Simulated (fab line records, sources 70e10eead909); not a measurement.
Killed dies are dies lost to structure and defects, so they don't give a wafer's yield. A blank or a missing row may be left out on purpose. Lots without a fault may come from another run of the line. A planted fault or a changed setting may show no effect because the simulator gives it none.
Which tool did it? | flow nand_harc | 22 lots, 66 wafers sampled, at 6 steps of a route of 1302

WHAT THE GAUGES READ, wafer by wafer
The record holds no reading of a measuring or inspecting step that can be judged against a usual standard deviation.

WHICH TOOL RAN EACH LOT (tool, then ch and the chambers of the sampled wafers, then the start)
lot  | NHARC_A_STAIRCASE_TRIM_22                     | NHARC_A_STAIRCASE_ETCH_23                     | NHARC_A_STAIRCASE_TRIM_189                    | NHARC_A_STAIRCASE_TRIM_220         | NHARC_A_STAIRCASE_TRIM_226     | NHARC_A_STAIRCASE_STRIP_295
L074 | rie_diel-04 ch 0,3, day 15 18:18 or earlier   | rie_diel-04 ch 1,2, day 15 18:18 or earlier   | rie_diel-04 ch 2,3, day 15 18:18 or earlier   | rie_diel-13 ch 1,2, day 15 18:18   | rie_diel-13 ch 0,1, no start   | rie_diel-04 ch 0,1, no start
L076 | rie_diel-04 ch 0, day 16 15:36                | rie_diel-04 ch 0,1, day 16 21:46 or earlier   | rie_diel-04 ch 1,2, day 16 21:46 or earlier   | rie_diel-13 ch 0,2,3, day 16 21:46 | rie_diel-13 ch 1,2,3, no start | rie_diel-13 ch 0,3, no start
L077 | rie_diel-13 ch 0,1,3, day 17 12:04 or earlier | rie_diel-13 ch 0,2,3, day 17 12:04 or earlier | rie_diel-04 ch 2,3, day 17 12:04 or earlier   | rie_diel-04 ch 1,2,3, day 17 12:04 | rie_diel-04 ch 1,2, no start   | rie_diel-04 ch 1,2, no start
L078 | rie_diel-08 ch 0,2,3, day 17 12:58 or earlier | rie_diel-08 ch 0,1,2, day 17 12:58 or earlier | rie_diel-04 ch 0,1,2, day 17 12:58 or earlier | rie_diel-08 ch 0,2,3, day 17 12:58 | rie_diel-08 ch 1,2,3, no start | rie_diel-08 ch 0,2,3, no start
L079 | rie_diel-08 ch 2,3, day 18 00:04 or earlier   | rie_diel-08 ch 0,3, day 18 00:04 or earlier   | rie_diel-04 ch 0,3, day 18 00:04 or earlier   | rie_diel-08 ch 2,3, day 18 00:04   | rie_diel-08 ch 0,2, no start   | rie_diel-08 ch 2,3, no start
L080 | rie_diel-04 ch 0,3, day 18 13:28 or earlier   | rie_diel-04 ch 0,1, day 18 13:28 or earlier   | rie_diel-13 ch 0,1,3, day 18 13:28 or earlier | rie_diel-04 ch 1,2,3, day 18 13:28 | rie_diel-04 ch 0,1, no start   | rie_diel-04 ch 2,3, no start
L081 | rie_diel-08 ch 1,2,3, day 19 07:05 or earlier | rie_diel-08 ch 1,2, day 19 07:05 or earlier   | rie_diel-13 ch 1,3, day 19 07:05 or earlier   | rie_diel-08 ch 1,2, day 19 07:05   | rie_diel-08 ch 0,1,2, no start | rie_diel-04 ch 0,1,3, no start
L082 | rie_diel-08 ch 0,3, day 19 11:59 or earlier   | rie_diel-08 ch 2,3, day 19 11:59 or earlier   | rie_diel-13 ch 0,3, day 19 11:59 or earlier   | rie_diel-08 ch 0,1, day 19 11:59   | rie_diel-08 ch 0,1,2, no start | rie_diel-04 ch 2,3, no start
L083 | rie_diel-04 ch 0,2,3, day 20 13:51 or earlier | rie_diel-04 ch 1,2,3, day 20 13:51 or earlier | rie_diel-13 ch 0,1,2, day 20 13:51 or earlier | rie_diel-13 ch 0,1,2, day 20 13:51 | rie_diel-13 ch 0,1,2, no start | rie_diel-13 ch 0,2,3, no start
L084 | rie_diel-04 ch 1,2, day 20 21:32 or earlier   | rie_diel-04 ch 0,2,3, day 20 21:32 or earlier | rie_diel-08 ch 0,1,3, day 20 21:32 or earlier | rie_diel-13 ch 0,2,3, day 20 21:32 | rie_diel-13 ch 0,2,3, no start | rie_diel-13 ch 0,3, no start
L086 | rie_diel-08 ch 0,1,3, day 20 17:50 or earlier | rie_diel-08 ch 0,3, day 20 17:50 or earlier   | rie_diel-04 ch 0,1,3, day 20 17:50 or earlier | rie_diel-13 ch 1,2,3, day 20 17:50 | rie_diel-13 ch 1,2, no start   | rie_diel-04 ch 0,1,2, no start
L085 | rie_diel-13 ch 2,3, day 20 21:48 or earlier   | rie_diel-13 ch 0,3, day 20 21:48 or earlier   | rie_diel-04 ch 0,1,2, day 20 21:48 or earlier | rie_diel-04 ch 0,2, day 20 21:48   | rie_diel-04 ch 1,2,3, no start | rie_diel-04 ch 0,1,2, no start
L087 | rie_diel-08 ch 0,1,3, day 21 18:19 or earlier | rie_diel-08 ch 1,2,3, day 21 18:19 or earlier | rie_diel-08 ch 0,3, day 21 18:19 or earlier   | rie_diel-08 ch 0,1,3, day 21 18:19 | rie_diel-08 ch 0,1,2, no start | rie_diel-04 ch 0,3, no start
L088 | rie_diel-04 ch 0,1, day 22 00:31 or earlier   | rie_diel-04 ch 0,2,3, day 22 00:31 or earlier | rie_diel-04 ch 0,1,3, day 22 00:31 or earlier | rie_diel-08 ch 1,2,3, day 22 00:31 | rie_diel-08 ch 0,1,3, no start | rie_diel-08 ch 1,2,3, no start
L090 | rie_diel-13 ch 1,2, day 22 20:08 or earlier   | rie_diel-13 ch 0,1,3, day 22 20:08 or earlier | rie_diel-08 ch 0,2, day 22 20:08 or earlier   | rie_diel-04 ch 0,2,3, day 22 20:08 | rie_diel-04 ch 1,2, no start   | rie_diel-13 ch 2,3, no start
L091 | rie_diel-08 ch 0,2,3, day 22 19:29 or earlier | rie_diel-08 ch 0,1,2, day 22 19:29 or earlier | rie_diel-08 ch 0,2,3, day 22 19:29 or earlier | rie_diel-04 ch 1,2,3, day 22 19:29 | rie_diel-04 ch 0,1,3, no start | rie_diel-13 ch 0,1,2, no start
L092 | rie_diel-04 ch 0,2,3, day 24 04:49 or earlier | rie_diel-04 ch 0,3, day 24 04:49 or earlier   | rie_diel-04 ch 0,2,3, day 24 04:49 or earlier | rie_diel-04 ch 0,1, day 24 04:49   | rie_diel-04 ch 0,3, no start   | rie_diel-04 ch 0,1,3, no start
L093 | rie_diel-13 ch 0,1,3, day 24 06:59 or earlier | rie_diel-13 ch 1,2,3, day 24 06:59 or earlier | rie_diel-04 ch 0,2, day 24 06:59 or earlier   | rie_diel-13 ch 2,3, day 24 06:59   | rie_diel-13 ch 0,2,3, no start | rie_diel-08 ch 0,1,3, no start
L094 | rie_diel-08 ch 0,2,3, day 24 13:41 or earlier | rie_diel-08 ch 0,2, day 24 13:41 or earlier   | rie_diel-04 ch 1,3, day 24 13:41 or earlier   | rie_diel-08 ch 0,1,2, day 24 13:41 | rie_diel-08 ch 1,2, no start   | rie_diel-08 ch 0,3, no start
L095 | rie_diel-13 ch 0,2,3, day 24 20:53 or earlier | rie_diel-13 ch 0,1,2, day 24 20:53 or earlier | rie_diel-04 ch 0,1,2, day 24 20:53 or earlier | rie_diel-08 ch 0,2,3, day 24 20:53 | rie_diel-08 ch 0,1,3, no start | rie_diel-13 ch 1,2,3, no start
L096 | rie_diel-08 ch 0,2, day 25 05:55 or earlier   | rie_diel-08 ch 0,3, day 25 05:55 or earlier   | rie_diel-04 ch 0,2, day 25 05:55 or earlier   | rie_diel-04 ch 0,2,3, day 25 05:55 | rie_diel-04 ch 2,3, no start   | rie_diel-08 ch 0,3, no start
L097 | rie_diel-13 ch 0,1,2, day 25 18:59 or earlier | rie_diel-13 ch 0,1,2, day 25 18:59 or earlier | rie_diel-13 ch 1,3, day 25 18:59 or earlier   | rie_diel-04 ch 1,2,3, day 25 18:59 | rie_diel-04 ch 0,1, no start   | rie_diel-08 ch 0,1, no start
- NHARC_A_STAIRCASE_TRIM_22: chemistry O2, time 211.2 s.
- NHARC_A_STAIRCASE_ETCH_23: etches the open film in C4F8/O2, target depth 100 nm, time 40.5 s.
- NHARC_A_STAIRCASE_TRIM_189: chemistry O2, time 211.2 s.
- NHARC_A_STAIRCASE_TRIM_220: chemistry O2, time 211.2 s.
- NHARC_A_STAIRCASE_TRIM_226: chemistry O2, time 211.2 s.
- NHARC_A_STAIRCASE_STRIP_295: strips in O2.

WHAT THE TOOLS THEMSELVES READ (means of the sampled wafers that have a number; where no wafer has one, the mark that the record gives instead)
NHARC_A_STAIRCASE_TRIM_22. Usual: drypump_motor_current_A 5.8 A, standard deviation 0.43; oes_product_au 0.999 a.u., standard deviation 0.011; rf_vpp_V 57.8 V, standard deviation 0.81; showerhead_plenum_p_Torr 3.53 Torr, standard deviation 0.15; throttle_valve_pct 17.038 %, standard deviation 0.0097.
lot  | tool        | drypump_motor_current_A (A) | oes_product_au (a.u.) | rf_vpp_V (V) | showerhead_plenum_p_Torr (Torr) | throttle_valve_pct (%) | flag
L074 | rie_diel-04 | 6.3                         | 1.001                 | 57.8         | 3.51                            | 17.028                 |
L076 | rie_diel-04 | 6.1                         | 0.984                 | 57.4         | 3.65                            | 17.041                 |
L077 | rie_diel-13 | 6.0                         | 0.995                 | 57.4         | 3.51                            | 17.036                 |
L078 | rie_diel-08 | 5.5                         | 1.002                 | 58.2         | 3.50                            | 17.037                 |
L079 | rie_diel-08 | 5.5                         | 1.004                 | 57.4         | 3.44                            | 17.037                 |
L080 | rie_diel-04 | 6.2                         | 0.997                 | 59.2         | 3.57                            | 17.033                 |
L081 | rie_diel-08 | 5.6                         | 1.002                 | 58.2         | 3.47                            | 17.034                 |
L082 | rie_diel-08 | 5.5                         | 0.997                 | 57.5         | 3.45                            | 17.038                 |
L083 | rie_diel-04 | 6.2                         | 0.998                 | 57.8         | 3.61                            | 17.039                 |
L084 | rie_diel-04 | 5.2                         | 0.995                 | 57.1         | 3.73                            | 17.034                 |
L086 | rie_diel-08 | 5.6                         | 1.003                 | 58.1         | 3.47                            | 17.047                 |
L085 | rie_diel-13 | 6.1                         | 1.007                 | 57.2         | 3.46                            | 17.043                 |
L087 | rie_diel-08 | 5.7                         | 1.005                 | 57.5         | 3.47                            | 17.031                 |
L088 | rie_diel-04 | 5.7                         | 0.994                 | 58.3         | 3.65                            | 17.030                 |
L090 | rie_diel-13 | 5.6                         | 0.998                 | 58.2         | 3.69                            | 17.029                 |
L091 | rie_diel-08 | 5.5                         | 1.000                 | 57.5         | 3.47                            | 17.039                 |
L092 | rie_diel-04 | 6.2                         | 0.994                 | 57.7         | 3.60                            | 17.043                 |
L093 | rie_diel-13 | 6.0                         | 1.000                 | 58.5         | 3.48                            | 17.027                 |
L094 | rie_diel-08 | 5.5                         | 1.008                 | 57.9         | 3.47                            | 17.035                 |
L095 | rie_diel-13 | 6.2                         | 1.007                 | 57.9         | 3.40                            | 17.048                 |
L096 | rie_diel-08 | 5.6                         | 1.008                 | 57.5         | 3.53                            | 17.043                 |
L097 | rie_diel-13 | 5.8                         | 0.995                 | 58.3         | 3.55                            | 17.029                 |

NHARC_A_STAIRCASE_ETCH_23. Usual: oes_product_au 0.946 a.u., standard deviation 0.015; rf_vpp_V 896 V, standard deviation 5.3.
lot  | tool        | oes_product_au (a.u.) | rf_vpp_V (V) | flag
L074 | rie_diel-04 | 0.944                 | 898          |
L076 | rie_diel-04 | 0.929                 | 900          |
L077 | rie_diel-13 | 0.964                 | 892          |
L078 | rie_diel-08 | 0.963                 | 896          |
L079 | rie_diel-08 | 0.933                 | 895          |
L080 | rie_diel-04 | 0.922                 | 901          |
L081 | rie_diel-08 | 0.941                 | 895          |
L082 | rie_diel-08 | 0.954                 | 893          |
L083 | rie_diel-04 | 0.931                 | 900          |
L084 | rie_diel-04 | 0.939                 | 898          |
L086 | rie_diel-08 | 0.939                 | 892          |
L085 | rie_diel-13 | 0.933                 | 890          |
L087 | rie_diel-08 | 0.948                 | 894          |
L088 | rie_diel-04 | 0.961                 | 900          |
L090 | rie_diel-13 | 0.957                 | 894          |
L091 | rie_diel-08 | 0.955                 | 895          |
L092 | rie_diel-04 | 0.932                 | 895          |
L093 | rie_diel-13 | 0.944                 | 896          |
L094 | rie_diel-08 | 0.966                 | 896          |
L095 | rie_diel-13 | 0.936                 | 897          |
L096 | rie_diel-08 | 0.970                 | 892          |
L097 | rie_diel-13 | 0.950                 | 897          |

NHARC_A_STAIRCASE_TRIM_189. Usual: drypump_motor_current_A 5.8 A, standard deviation 0.51; oes_product_au 0.999 a.u., standard deviation 0.011; rf_vpp_V 57.8 V, standard deviation 1.1; showerhead_plenum_p_Torr 3.56 Torr, standard deviation 0.16; throttle_valve_pct 17.037 %, standard deviation 0.01.
lot  | tool        | drypump_motor_current_A (A) | oes_product_au (a.u.) | rf_vpp_V (V) | showerhead_plenum_p_Torr (Torr) | throttle_valve_pct (%) | flag
L074 | rie_diel-04 | 6.3                         | 1.012                 | 57.7         | 3.38                            | 17.047                 |
L076 | rie_diel-04 | 5.6                         | 1.001                 | 58.7         | 3.78                            | 17.044                 |
L077 | rie_diel-04 | 6.1                         | 1.005                 | 59.1         | 3.68                            | 17.038                 |
L078 | rie_diel-04 | 5.7                         | 0.995                 | 59.1         | 3.72                            | 17.029                 |
L079 | rie_diel-04 | 6.2                         | 0.996                 | 58.7         | 3.57                            | 17.036                 |
L080 | rie_diel-13 | 6.0                         | 0.994                 | 58.4         | 3.51                            | 17.034                 |
L081 | rie_diel-13 | 5.9                         | 1.001                 | 57.5         | 3.63                            | 17.038                 |
L082 | rie_diel-13 | 6.1                         | 0.990                 | 58.2         | 3.38                            | 17.043                 |
L083 | rie_diel-13 | 5.8                         | 0.993                 | 58.0         | 3.57                            | 17.039                 |
L084 | rie_diel-08 | 5.7                         | 1.001                 | 56.5         | 3.47                            | 17.043                 |
L086 | rie_diel-04 | 5.8                         | 0.993                 | 57.8         | 3.58                            | 17.038                 |
L085 | rie_diel-04 | 5.6                         | 0.987                 | 58.4         | 3.70                            | 17.041                 |
L087 | rie_diel-08 | 5.5                         | 0.998                 | 57.5         | 3.44                            | 17.030                 |
L088 | rie_diel-04 | 5.8                         | 0.999                 | 57.4         | 3.58                            | 17.035                 |
L090 | rie_diel-08 | 5.5                         | 1.005                 | 57.4         | 3.53                            | 17.041                 |
L091 | rie_diel-08 | 5.5                         | 1.000                 | 57.2         | 3.47                            | 17.039                 |
L092 | rie_diel-04 | 6.2                         | 1.000                 | 57.7         | 3.60                            | 17.033                 |
L093 | rie_diel-04 | 6.1                         | 1.001                 | 58.4         | 3.67                            | 17.044                 |
L094 | rie_diel-04 | 5.3                         | 0.992                 | 57.2         | 3.59                            | 17.046                 |
L095 | rie_diel-04 | 5.6                         | 0.995                 | 58.5         | 3.69                            | 17.039                 |
L096 | rie_diel-04 | 6.1                         | 0.997                 | 57.5         | 3.66                            | 17.031                 |
L097 | rie_diel-13 | 5.9                         | 0.991                 | 57.1         | 3.60                            | 17.043                 |

NHARC_A_STAIRCASE_TRIM_220. Usual: drypump_motor_current_A 5.8 A, standard deviation 0.45; oes_product_au 1.001 a.u., standard deviation 0.011; rf_vpp_V 57.8 V, standard deviation 0.94; showerhead_plenum_p_Torr 3.54 Torr, standard deviation 0.15; throttle_valve_pct 17.036 %, standard deviation 0.0092.
lot  | tool        | drypump_motor_current_A (A) | oes_product_au (a.u.) | rf_vpp_V (V) | showerhead_plenum_p_Torr (Torr) | throttle_valve_pct (%) | flag
L074 | rie_diel-13 | 5.6                         | 1.004                 | 57.9         | 3.72                            | 17.040                 |
L076 | rie_diel-13 | 6.1                         | 1.003                 | 57.8         | 3.43                            | 17.025                 |
L077 | rie_diel-04 | 5.7                         | 1.009                 | 58.4         | 3.65                            | 17.045                 |
L078 | rie_diel-08 | 5.5                         | 1.002                 | 58.1         | 3.50                            | 17.040                 |
L079 | rie_diel-08 | 5.5                         | 1.003                 | 57.4         | 3.44                            | 17.045                 |
L080 | rie_diel-04 | 5.7                         | 1.007                 | 56.3         | 3.64                            | 17.043                 |
L081 | rie_diel-08 | 5.8                         | 1.007                 | 57.4         | 3.50                            | 17.030                 |
L082 | rie_diel-08 | 5.6                         | 1.006                 | 57.6         | 3.54                            | 17.038                 |
L083 | rie_diel-13 | 5.8                         | 1.000                 | 58.0         | 3.57                            | 17.024                 |
L084 | rie_diel-13 | 6.1                         | 1.003                 | 57.3         | 3.41                            | 17.040                 |
L086 | rie_diel-13 | 6.0                         | 1.015                 | 57.2         | 3.54                            | 17.039                 |
L085 | rie_diel-04 | 6.1                         | 0.987                 | 58.4         | 3.68                            | 17.038                 |
L087 | rie_diel-08 | 5.6                         | 1.002                 | 57.3         | 3.47                            | 17.025                 |
L088 | rie_diel-08 | 5.6                         | 1.010                 | 57.1         | 3.45                            | 17.033                 |
L090 | rie_diel-04 | 6.2                         | 0.997                 | 58.4         | 3.60                            | 17.044                 |
L091 | rie_diel-04 | 5.7                         | 0.999                 | 57.3         | 3.63                            | 17.032                 |
L092 | rie_diel-04 | 5.7                         | 0.986                 | 58.3         | 3.64                            | 17.035                 |
L093 | rie_diel-13 | 6.1                         | 1.014                 | 57.9         | 3.44                            | 17.042                 |
L094 | rie_diel-08 | 5.6                         | 1.005                 | 58.1         | 3.51                            | 17.023                 |
L095 | rie_diel-08 | 5.5                         | 1.023                 | 57.4         | 3.47                            | 17.034                 |
L096 | rie_diel-04 | 6.2                         | 0.994                 | 58.5         | 3.59                            | 17.038                 |
L097 | rie_diel-04 | 5.7                         | 1.001                 | 58.1         | 3.61                            | 17.046                 |

NHARC_A_STAIRCASE_TRIM_226. Usual: drypump_motor_current_A 5.8 A, standard deviation 0.47; oes_product_au 1.001 a.u., standard deviation 0.012; rf_vpp_V 57.9 V, standard deviation 0.78; showerhead_plenum_p_Torr 3.55 Torr, standard deviation 0.15; throttle_valve_pct 17.037 %, standard deviation 0.0096.
lot  | tool        | drypump_motor_current_A (A) | oes_product_au (a.u.) | rf_vpp_V (V) | showerhead_plenum_p_Torr (Torr) | throttle_valve_pct (%) | flag
L074 | rie_diel-13 | 5.6                         | 0.996                 | 58.9         | 3.68                            | 17.030                 |
L076 | rie_diel-13 | 6.0                         | 1.001                 | 57.8         | 3.56                            | 17.035                 |
L077 | rie_diel-04 | 5.6                         | 1.012                 | 58.4         | 3.77                            | 17.059                 |
L078 | rie_diel-08 | 5.6                         | 1.005                 | 57.4         | 3.47                            | 17.035                 |
L079 | rie_diel-08 | 5.4                         | 1.001                 | 57.8         | 3.54                            | 17.031                 |
L080 | rie_diel-04 | 5.2                         | 0.989                 | 58.1         | 3.68                            | 17.028                 |
L081 | rie_diel-08 | 5.6                         | 0.993                 | 58.7         | 3.52                            | 17.040                 |
L082 | rie_diel-08 | 5.6                         | 1.006                 | 57.7         | 3.52                            | 17.050                 |
L083 | rie_diel-13 | 5.8                         | 1.004                 | 58.2         | 3.57                            | 17.036                 |
L084 | rie_diel-13 | 6.1                         | 1.006                 | 57.3         | 3.41                            | 17.035                 |
L086 | rie_diel-13 | 5.6                         | 0.997                 | 58.2         | 3.70                            | 17.041                 |
L085 | rie_diel-04 | 5.7                         | 1.008                 | 58.1         | 3.63                            | 17.041                 |
L087 | rie_diel-08 | 5.6                         | 1.013                 | 57.3         | 3.52                            | 17.032                 |
L088 | rie_diel-08 | 5.6                         | 1.005                 | 58.0         | 3.46                            | 17.038                 |
L090 | rie_diel-04 | 5.6                         | 1.001                 | 58.1         | 3.75                            | 17.030                 |
L091 | rie_diel-04 | 5.8                         | 0.993                 | 57.8         | 3.57                            | 17.039                 |
L092 | rie_diel-04 | 6.3                         | 0.989                 | 57.2         | 3.48                            | 17.034                 |
L093 | rie_diel-13 | 6.1                         | 1.011                 | 58.1         | 3.40                            | 17.032                 |
L094 | rie_diel-08 | 5.6                         | 0.998                 | 58.0         | 3.50                            | 17.030                 |
L095 | rie_diel-08 | 5.7                         | 1.004                 | 58.1         | 3.45                            | 17.035                 |
L096 | rie_diel-04 | 6.2                         | 1.006                 | 57.9         | 3.65                            | 17.038                 |
L097 | rie_diel-04 | 5.2                         | 0.984                 | 57.8         | 3.65                            | 17.032                 |

NHARC_A_STAIRCASE_STRIP_295. Usual: drypump_motor_current_A 5.8 A, standard deviation 0.46; oes_product_au 1.001 a.u., standard deviation 0.012; rf_vpp_V 57.7 V, standard deviation 0.9; showerhead_plenum_p_Torr 3.56 Torr, standard deviation 0.15; throttle_valve_pct 17.035 %, standard deviation 0.0095.
lot  | tool        | drypump_motor_current_A (A) | oes_product_au (a.u.) | rf_vpp_V (V) | showerhead_plenum_p_Torr (Torr) | throttle_valve_pct (%) | flag
L074 | rie_diel-04 | 5.3                         | 0.991                 | 58.4         | 3.69                            | 17.030                 |
L076 | rie_diel-13 | 6.4                         | 0.996                 | 57.7         | 3.35                            | 17.036                 |
L077 | rie_diel-04 | 5.2                         | 0.994                 | 57.6         | 3.73                            | 17.035                 |
L078 | rie_diel-08 | 5.5                         | 0.992                 | 57.1         | 3.49                            | 17.032                 |
L079 | rie_diel-08 | 5.5                         | 1.009                 | 58.2         | 3.48                            | 17.035                 |
L080 | rie_diel-04 | 6.3                         | 1.013                 | 57.4         | 3.55                            | 17.023                 |
L081 | rie_diel-04 | 5.8                         | 0.997                 | 58.1         | 3.59                            | 17.035                 |
L082 | rie_diel-04 | 6.3                         | 1.007                 | 58.3         | 3.55                            | 17.032                 |
L083 | rie_diel-13 | 6.1                         | 1.004                 | 57.2         | 3.41                            | 17.029                 |
L084 | rie_diel-13 | 6.1                         | 0.995                 | 58.1         | 3.37                            | 17.046                 |
L086 | rie_diel-04 | 5.6                         | 0.998                 | 57.9         | 3.70                            | 17.033                 |
L085 | rie_diel-04 | 5.6                         | 0.995                 | 57.7         | 3.70                            | 17.036                 |
L087 | rie_diel-04 | 6.2                         | 0.991                 | 57.5         | 3.55                            | 17.024                 |
L088 | rie_diel-08 | 5.6                         | 0.998                 | 57.6         | 3.45                            | 17.036                 |
L090 | rie_diel-13 | 6.1                         | 1.013                 | 57.8         | 3.44                            | 17.038                 |
L091 | rie_diel-13 | 5.8                         | 1.003                 | 57.2         | 3.56                            | 17.033                 |
L092 | rie_diel-04 | 5.7                         | 0.991                 | 57.7         | 3.56                            | 17.028                 |
L093 | rie_diel-08 | 5.6                         | 1.003                 | 57.7         | 3.45                            | 17.032                 |
L094 | rie_diel-08 | 5.5                         | 1.019                 | 57.7         | 3.42                            | 17.034                 |
L095 | rie_diel-13 | 6.0                         | 0.999                 | 57.1         | 3.52                            | 17.033                 |
L096 | rie_diel-08 | 5.5                         | 1.003                 | 57.3         | 3.47                            | 17.038                 |
L097 | rie_diel-08 | 5.6                         | 1.002                 | 57.3         | 3.51                            | 17.036                 |

THE ANSWER, worked out from the rows above alone
Rule: a lot is off if the mean of its wafers that have a number lies more than 3 standard deviations from the usual mean. A lot without any number at a reading at which 4 lots or more have one is off too. The other lots that the step has rows for count as sound. The gauges are gone through in route order, then the tools' own readings, and for those a lot's mean is taken as printed above. The first step at which some lot is off is used, and at that step the reading that is off furthest; a lot without a number counts as furthest.
No lot is off at any reading shown: from this, nothing can be told.

WHAT THE SIMULATOR HAD PUT IN
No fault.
